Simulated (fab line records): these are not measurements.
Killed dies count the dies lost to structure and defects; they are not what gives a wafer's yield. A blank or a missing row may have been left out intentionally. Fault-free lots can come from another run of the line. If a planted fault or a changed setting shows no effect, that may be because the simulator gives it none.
Which tool was responsible? + flow nand harc + 72 wafers from 24 lots sampled at 6 of the route's 1159 steps

## WHAT THE GAUGES READ, wafer by wafer
NHARC_A_CONTACT_CD_MEAS_53. Usual: cd nm 189.8 nm, standard deviation 0.74.
| lot  | measured     | on        | cd nm (nm)        | flag |
|------|--------------|-----------|-------------------|------|
| L075 | day 16 13:59 | cd sem-03 | 190.1 189.4 189.7 |      |
| L076 | day 16 14:43 | cd sem-03 | 189.4 189.4 190.3 |      |
| L074 | day 16 18:04 | cd sem-01 | 189.2 189.0 189.4 |      |
| L079 | day 17 03:37 | cd sem-02 | 190.2 190.3 190.0 |      |
| L078 | day 17 05:25 | cd sem-03 | 189.4 188.8 188.9 |      |
| L080 | day 17 08:05 | cd sem-02 | 189.0 189.6 189.0 |      |
| L077 | day 17 16:11 | cd sem-02 | 190.3 190.2 190.8 |      |
| L081 | day 18 02:17 | cd sem-03 | 191.4 191.0 190.5 |      |
| L083 | day 18 14:36 | cd sem-02 | 190.5 190.7 190.0 |      |
| L082 | day 18 14:17 | cd sem-03 | 189.6 189.7 189.2 |      |
| L084 | day 18 23:25 | cd sem-01 | 188.5 188.2 189.2 |      |
| L086 | day 19 17:47 | cd sem-01 | 189.8 189.7 189.8 |      |
| L085 | day 19 18:11 | cd sem-03 | 189.7 190.5 190.1 |      |
| L087 | day 19 23:16 | cd sem-02 | 190.2 190.2 190.0 |      |
| L091 | day 20 06:34 | cd sem-02 | 190.6 191.0 191.0 |      |
| L090 | day 20 09:16 | cd sem-01 | 188.9 189.2 189.1 |      |
| L089 | day 20 13:36 | cd sem-01 | 190.2 190.5 190.6 |      |
| L088 | day 20 14:41 | cd sem-02 | 190.3 190.1 190.4 |      |
| L093 | day 20 17:41 | cd sem-01 | 189.3 189.2 189.5 |      |
| L092 | day 20 22:20 | cd sem-02 | 189.0 189.0 189.0 |      |
| L094 | day 20 23:38 | cd sem-01 | 188.6 188.9 188.6 |      |
| L096 | day 21 01:23 | cd sem-01 | 191.5 191.5 191.2 |      |
| L095 | day 21 06:57 | cd sem-02 | 189.6 189.7 189.9 |      |
| L097 | day 22 09:21 | cd sem-03 | 189.5 189.1 188.9 |      |

NHARC_A_CONTACT_CD_MEAS_69: target cd 200 nm. Usual: cd nm 200.1 nm, standard deviation 0.39.
| lot  | measured     | on        | cd nm (nm)        | flag |
|------|--------------|-----------|-------------------|------|
| L075 | day 16 17:19 | cd sem-02 | 199.8 200.2 199.8 |      |
| L076 | day 16 18:14 | cd sem-03 | 199.9 199.5 199.6 |      |
| L074 | day 16 22:47 | cd sem-01 | 200.3 200.1 199.9 |      |
| L079 | day 17 07:00 | cd sem-01 | 200.4 200.0 200.1 |      |
| L078 | day 17 08:47 | cd sem-02 | 199.8 200.3 199.3 |      |
| L080 | day 17 12:25 | cd sem-03 | 199.9 199.6 200.9 |      |
| L077 | day 17 20:04 | cd sem-03 | 199.9 199.3 199.8 |      |
| L081 | day 18 05:36 | cd sem-02 | 200.4 200.1 200.4 |      |
| L083 | day 18 18:10 | cd sem-01 | 200.6 199.8 200.0 |      |
| L082 | day 18 17:53 | cd sem-01 | 200.2 200.3 200.9 |      |
| L084 | day 19 03:52 | cd sem-02 | 200.6 200.4 200.4 |      |
| L086 | day 19 21:22 | cd sem-02 | 199.8 199.8 200.0 |      |
| L085 | day 19 21:43 | cd sem-03 | 200.1 199.7 199.9 |      |
| L087 | day 20 02:39 | cd sem-02 | 199.8 200.3 199.8 |      |
| L091 | day 20 12:37 | cd sem-03 | 200.3 200.3 200.4 |      |
| L090 | day 20 15:46 | cd sem-02 | 199.6 199.9 200.0 |      |
| L089 | day 20 17:32 | cd sem-01 | 200.5 200.5 200.4 |      |
| L088 | day 20 18:08 | cd sem-01 | 200.2 200.3 200.3 |      |
| L093 | day 20 23:51 | cd sem-01 | 200.0 199.5 199.2 |      |
| L092 | day 21 07:01 | cd sem-03 | 200.3 200.2 200.4 |      |
| L094 | day 21 09:16 | cd sem-02 | 200.1 200.1 199.5 |      |
| L096 | day 21 10:37 | cd sem-01 | 200.5 199.9 200.5 |      |
| L095 | day 21 14:14 | cd sem-01 | 200.5 200.7 199.8 |      |
| L097 | day 22 12:39 | cd sem-01 | 200.6 200.2 200.6 |      |

NHARC_A_CONTACT_OVL_MEAS_70. Usual: overlay x nm 0.4 nm, standard deviation 0.77; overlay y nm 0.1 nm, standard deviation 0.87.
| lot  | measured     | on         | overlay x nm (nm) | overlay y nm (nm) | flag |
|------|--------------|------------|-------------------|-------------------|------|
| L075 | day 16 17:24 | overlay-01 | 1.4 0.9 0.6       | 0.8 0.6 0.7       |      |
| L076 | day 16 18:20 | overlay-01 | 0.5 1.2 1.0       | 0.8 0.7 -0.1      |      |
| L074 | day 16 22:53 | overlay-01 | 1.7 1.9 2.0       | 0.5 0.4 0.1       |      |
| L079 | day 17 07:05 | overlay-01 | 1.0 0.8 0.4       | -1.8 -1.6 -1.7    |      |
| L078 | day 17 08:53 | overlay-02 | -0.2 0.3 -0.3     | -0.1 -0.5 0.1     |      |
| L080 | day 17 12:31 | overlay-02 | 0.3 0.4 0.8       | -0.5 -0.2 -0.3    |      |
| L077 | day 17 20:09 | overlay-01 | 0.2 1.0 0.9       | 1.0 0.5 1.4       |      |
| L081 | day 18 05:41 | overlay-01 | 0.8 0.9 1.3       | -1.1 -1.5 -1.2    |      |
| L083 | day 18 18:14 | overlay-01 | 0.5 0.7 0.5       | -0.6 0.1 -0.8     |      |
| L082 | day 18 17:58 | overlay-01 | 0.3 0.2 0.6       | 0.8 0.4 0.5       |      |
| L084 | day 19 03:56 | overlay-02 | 0.2 0.9 0.0       | -1.0 -1.2 -1.3    |      |
| L086 | day 19 21:27 | overlay-01 | 0.4 0.1 0.1       | 0.6 0.2 0.3       |      |
| L085 | day 19 21:49 | overlay-02 | 1.3 0.9 1.9       | 0.8 0.4 1.1       |      |
| L087 | day 20 02:44 | overlay-01 | 0.2 0.5 0.4       | 0.6 0.8 -0.1      |      |
| L091 | day 20 12:42 | overlay-02 | 0.5 0.6 1.0       | -0.1 0.4 -0.1     |      |
| L090 | day 20 15:51 | overlay-02 | -0.8 -0.7 -0.6    | -0.4 -0.2 -0.2    |      |
| L089 | day 20 17:37 | overlay-01 | -0.2 -0.1 0.1     | -0.4 0.6 -0.1     |      |
| L088 | day 20 18:13 | overlay-02 | 1.1 1.3 1.6       | -0.6 0.0 -0.2     |      |
| L093 | day 20 23:56 | overlay-01 | -0.7 -0.8 -1.1    | -0.1 -0.2 -0.4    |      |
| L092 | day 21 07:06 | overlay-01 | 0.3 0.5 0.0       | 0.2 0.9 0.3       |      |
| L094 | day 21 09:22 | overlay-01 | 0.8 1.6 1.3       | -0.4 -0.7 0.1     |      |
| L096 | day 21 10:42 | overlay-02 | 0.0 -0.1 0.0      | 1.1 0.9 0.8       |      |
| L095 | day 21 14:20 | overlay-01 | -0.5 -0.9 -0.2    | 2.5 2.5 1.9       |      |
| L097 | day 22 12:44 | overlay-02 | -1.1 -1.0 -0.9    | -0.9 -0.7 -0.7    |      |

## WHICH TOOL RAN EACH LOT (tool, then ch and the chambers of the sampled wafers, then the start)
| lot  | NHARC_A_CONTACT_ETCH_48            | NHARC_A_CONTACT_ETCH_113             | NHARC_A_CONTACT_ETCH_117             |
|------|------------------------------------|--------------------------------------|--------------------------------------|
| L075 | rie diel-12 ch 0,3, day 16 10:42   | har cap etch-01 ch 0,1, day 16 12:13 | har cap etch-01 ch 0,1, day 16 12:35 |
| L076 | rie diel-01 ch 0,1,2, day 16 11:24 | har cap etch-02 ch 0,1, day 16 12:52 | har cap etch-02 ch 0,1, day 16 13:14 |
| L074 | rie diel-01 ch 0,1, day 16 14:53   | har cap etch-01 ch 0,1, day 16 16:22 | har cap etch-01 ch 0,1, day 16 16:43 |
| L079 | rie diel-11 ch 1,2,3, day 16 23:55 | har cap etch-02 ch 0,1, day 17 01:29 | har cap etch-02 ch 0,1, day 17 01:58 |
| L078 | rie diel-11 ch 1,2, day 17 02:12   | har cap etch-03 ch 0,1, day 17 03:42 | har cap etch-03 ch 0,1, day 17 04:04 |
| L080 | rie diel-11 ch 2,3, day 17 04:40   | har cap etch-01 ch 0,1, day 17 06:08 | har cap etch-01 ch 0,1, day 17 06:29 |
| L077 | rie diel-11 ch 0,2,3, day 17 12:01 | har cap etch-02 ch 0,1, day 17 13:39 | har cap etch-02 ch 0,1, day 17 14:08 |
| L081 | rie diel-12 ch 0,1, day 17 22:34   | har cap etch-02 ch 0,1, day 18 00:08 | har cap etch-02 ch 0,1, day 18 00:37 |
| L083 | rie diel-11 ch 0,1,2, day 18 10:54 | har cap etch-02 ch 0,1, day 18 12:29 | har cap etch-02 ch 0,1, day 18 12:58 |
| L082 | rie diel-12 ch 0,1,3, day 18 11:05 | har cap etch-03 ch 0, day 18 12:32   | har cap etch-03 ch 0, day 18 12:55   |
| L084 | rie diel-11 ch 0,1, day 18 20:12   | har cap etch-01 ch 0,1, day 18 21:41 | har cap etch-01 ch 0,1, day 18 22:02 |
| L086 | rie diel-12 ch 0,2, day 19 14:03   | har cap etch-02 ch 0,1, day 19 15:37 | har cap etch-02 ch 0,1, day 19 16:05 |
| L085 | rie diel-11 ch 0,3, day 19 14:56   | har cap etch-01 ch 0,1, day 19 16:29 | har cap etch-01 ch 0,1, day 19 16:51 |
| L087 | rie diel-11 ch 0,1,2, day 19 19:59 | har cap etch-03 ch 0,1, day 19 21:32 | har cap etch-03 ch 0,1, day 19 21:53 |
| L091 | rie diel-01 ch 1,2, day 20 03:22   | har cap etch-01 ch 0,1, day 20 04:51 | har cap etch-01 ch 0,1, day 20 05:13 |
| L090 | rie diel-12 ch 0,1,3, day 20 05:37 | har cap etch-01 ch 0,1, day 20 07:33 | har cap etch-01 ch 0,1, day 20 07:55 |
| L089 | rie diel-11 ch 1,2, day 20 09:13   | har cap etch-02 ch 0,1, day 20 10:56 | har cap etch-02 ch 0,1, day 20 11:35 |
| L088 | rie diel-11 ch 1,2,3, day 20 11:28 | har cap etch-01 ch 1, day 20 12:58   | har cap etch-01 ch 1, day 20 13:19   |
| L093 | rie diel-12 ch 1,2, day 20 14:12   | har cap etch-03 ch 0,1, day 20 15:55 | har cap etch-03 ch 0,1, day 20 16:17 |
| L092 | rie diel-01 ch 1,3, day 20 17:38   | har cap etch-02 ch 0, day 20 19:38   | har cap etch-02 ch 0, day 20 20:17   |
| L094 | rie diel-11 ch 0,1,3, day 20 20:27 | har cap etch-03 ch 0,1, day 20 21:55 | har cap etch-03 ch 0,1, day 20 22:16 |
| L096 | rie diel-01 ch 1,2,3, day 20 20:38 | har cap etch-02 ch 0,1, day 20 22:42 | har cap etch-02 ch 0,1, day 20 23:21 |
| L095 | rie diel-01 ch 1,3, day 21 03:26   | har cap etch-01 ch 0,1, day 21 05:16 | har cap etch-01 ch 0,1, day 21 05:37 |
| L097 | rie diel-11 ch 1,2, day 22 05:56   | har cap etch-03 ch 0, day 22 07:37   | har cap etch-03 ch 0, day 22 07:59   |
- NHARC_A_CONTACT_ETCH_48: etches the open film in CF4, target depth 39 nm, time 65 s.
- NHARC_A_CONTACT_ETCH_113: etches the open film in C4F8/O2/Ar, time 94 s, target depth 922 nm.
- NHARC_A_CONTACT_ETCH_117: etches the open film in C4F8/O2/Ar, time 94 s, target depth 922 nm.

## AS READ BY THE TOOLS THEMSELVES (means over the sampled wafers that have a number; for cases with no such wafer, the mark the record gives instead)
NHARC_A_CONTACT_ETCH_48. Usual: drypump motor current A 5.7 A, standard deviation 0.42; oes product au 1.000 a.u., standard deviation 0.0077; rf vpp V 151.7 V, standard deviation 1.2; showerhead plenum p Torr 1.80 Torr, standard deviation 0.079; throttle valve pct 13.284 %, standard deviation 0.0087.
| lot  | tool        | drypump motor current A (A) | oes product au (a.u.) | rf vpp V (V) | showerhead plenum p Torr (Torr) | throttle valve pct (%) | flag |
|------|-------------|-----------------------------|-----------------------|--------------|---------------------------------|------------------------|------|
| L075 | rie diel-12 | 5.4                         | 0.989                 | 152.5        | 1.89                            | 13.277                 |      |
| L076 | rie diel-01 | 6.2                         | 1.010                 | 151.2        | 1.73                            | 13.279                 |      |
| L074 | rie diel-01 | 6.1                         | 0.994                 | 149.4        | 1.69                            | 13.283                 |      |
| L079 | rie diel-11 | 5.7                         | 1.000                 | 151.4        | 1.78                            | 13.279                 |      |
| L078 | rie diel-11 | 5.7                         | 1.001                 | 151.0        | 1.74                            | 13.288                 |      |
| L080 | rie diel-11 | 5.8                         | 0.990                 | 151.7        | 1.75                            | 13.277                 |      |
| L077 | rie diel-11 | 5.7                         | 1.006                 | 150.8        | 1.77                            | 13.289                 |      |
| L081 | rie diel-12 | 5.3                         | 1.001                 | 151.0        | 1.86                            | 13.275                 |      |
| L083 | rie diel-11 | 5.7                         | 0.999                 | 150.8        | 1.80                            | 13.292                 |      |
| L082 | rie diel-12 | 5.3                         | 1.002                 | 152.8        | 1.87                            | 13.291                 |      |
| L084 | rie diel-11 | 5.5                         | 1.003                 | 152.7        | 1.86                            | 13.284                 |      |
| L086 | rie diel-12 | 5.3                         | 1.001                 | 153.0        | 1.89                            | 13.281                 |      |
| L085 | rie diel-11 | 5.7                         | 0.993                 | 152.1        | 1.83                            | 13.293                 |      |
| L087 | rie diel-11 | 5.6                         | 0.999                 | 151.9        | 1.80                            | 13.280                 |      |
| L091 | rie diel-01 | 6.3                         | 1.006                 | 151.2        | 1.76                            | 13.280                 |      |
| L090 | rie diel-12 | 5.4                         | 1.001                 | 151.7        | 1.86                            | 13.289                 |      |
| L089 | rie diel-11 | 5.7                         | 1.003                 | 151.4        | 1.80                            | 13.296                 |      |
| L088 | rie diel-11 | 5.7                         | 0.991                 | 152.4        | 1.77                            | 13.288                 |      |
| L093 | rie diel-12 | 5.0                         | 0.994                 | 152.7        | 1.88                            | 13.276                 |      |
| L092 | rie diel-01 | 6.1                         | 0.998                 | 151.8        | 1.81                            | 13.280                 |      |
| L094 | rie diel-11 | 5.6                         | 0.994                 | 152.5        | 1.83                            | 13.291                 |      |
| L096 | rie diel-01 | 6.2                         | 1.001                 | 152.1        | 1.78                            | 13.273                 |      |
| L095 | rie diel-01 | 5.8                         | 1.013                 | 151.5        | 1.79                            | 13.273                 |      |
| L097 | rie diel-11 | 5.7                         | 1.009                 | 150.8        | 1.80                            | 13.282                 |      |

## THE ANSWER, worked out from the rows above alone
Rule: take the mean of a lot's wafers that have a number; if it is more than 3 standard deviations from the usual mean, the lot is off. A lot without any number at a reading at which 4 lots or more have one is off too. The other lots that the step has rows for count as sound. After the gauges, taken in route order, come the tools' own readings; for these a lot's mean is taken, as printed above. At the first step where some lot is off, the reading lying furthest off is the one used; lots without a number count as furthest.
No lot is off at any reading shown: from this, nothing can be told.

## WHAT THE SIMULATOR PUT IN
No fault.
